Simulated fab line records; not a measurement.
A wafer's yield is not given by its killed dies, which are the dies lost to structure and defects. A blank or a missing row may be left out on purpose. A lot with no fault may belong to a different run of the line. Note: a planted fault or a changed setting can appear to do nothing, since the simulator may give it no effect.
Matching of chambers -- flow nandHarc -- cmp-03 running NHARC_A_DECK1_JOINT_CMP_02: 4 sister chambers
The step polishes SiOx. 30 wafers are shown with their chamber, then 12 later ones without.

WAFERS WITH THEIR CHAMBER
wafer,chamber,motorCurrentA (A)
L074.2,1,10.9
L074.4,2,12.7
L074.5,3,11.7
L075.2,1,11.3
L075.3,2,12.8
L075.5,3,12.2
L076.1,3,11.5
L076.2,2,12.5
L076.4,0,11.3
L078.2,1,10.5
L078.3,0,10.8
L078.6,2,13.2
L081.1,2,12.8
L081.5,3,12.2
L081.6,2,13.1
L082.2,1,10.5
L082.5,2,12.2
L082.6,1,11.2
L084.4,0,12.0
L084.5,0,10.9
L084.6,3,11.7
L086.2,2,13.1
L086.3,1,10.5
L086.6,1,10.8
L088.3,2,12.6
L088.4,1,11.0
L088.6,0,11.0
L089.2,0,11.8
L089.3,1,11.4
L089.6,2,12.4

SIGNATURES (averages over the wafers above)
reading,chamber 0,chamber 1,chamber 2,chamber 3,scatter within a chamber
motorCurrentA,11.300,10.900,12.740,11.860,0.373
Rule: a wafer's distance from a chamber is the root of the sum, over the readings, of the square of ((its reading less the chamber's mean) divided by the reading's scatter). If the next closest chamber is less than 2 further off than the closest, the wafer can't be placed; otherwise it belongs to the closest. How the scatter is found: for the shown wafers, subtract from each reading the mean of its chamber, square and add these, divide the total by (wafers less chambers), then take the root.

WAFERS WITH NO CHAMBER GIVEN
wafer,motorCurrentA (A)
L093.2,11.2
L093.3,12.2
L093.4,11.1
L094.1,10.6
L094.2,12.2
L094.5,12.5
L097.1,11.3
L097.2,10.6
L097.3,13.2
L097.4,11.8
L097.5,10.7
L097.6,12.0

WHICH CHAMBER EACH ONE RAN IN
wafer,from the rows above,in truth
L093.2,can't be placed: 0 or 1 or 3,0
L093.3,can't be placed: 3 or 2 or 0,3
L093.4,can't be placed: 1 or 0 or 3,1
L094.1,can't be placed: 1 or 0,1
L094.2,can't be placed: 3 or 2 or 0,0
L094.5,can't be placed: 2 or 3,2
L097.1,can't be placed: 0 or 1 or 3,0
L097.2,can't be placed: 1 or 0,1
L097.3,2,2
L097.4,can't be placed: 3 or 0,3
L097.5,can't be placed: 1 or 0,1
L097.6,can't be placed: 3 or 0 or 2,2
Correctly placed: 1 of 12. These rows do not allow placing 11 (true chamber among the candidates in 11). Wrongly placed: 0.
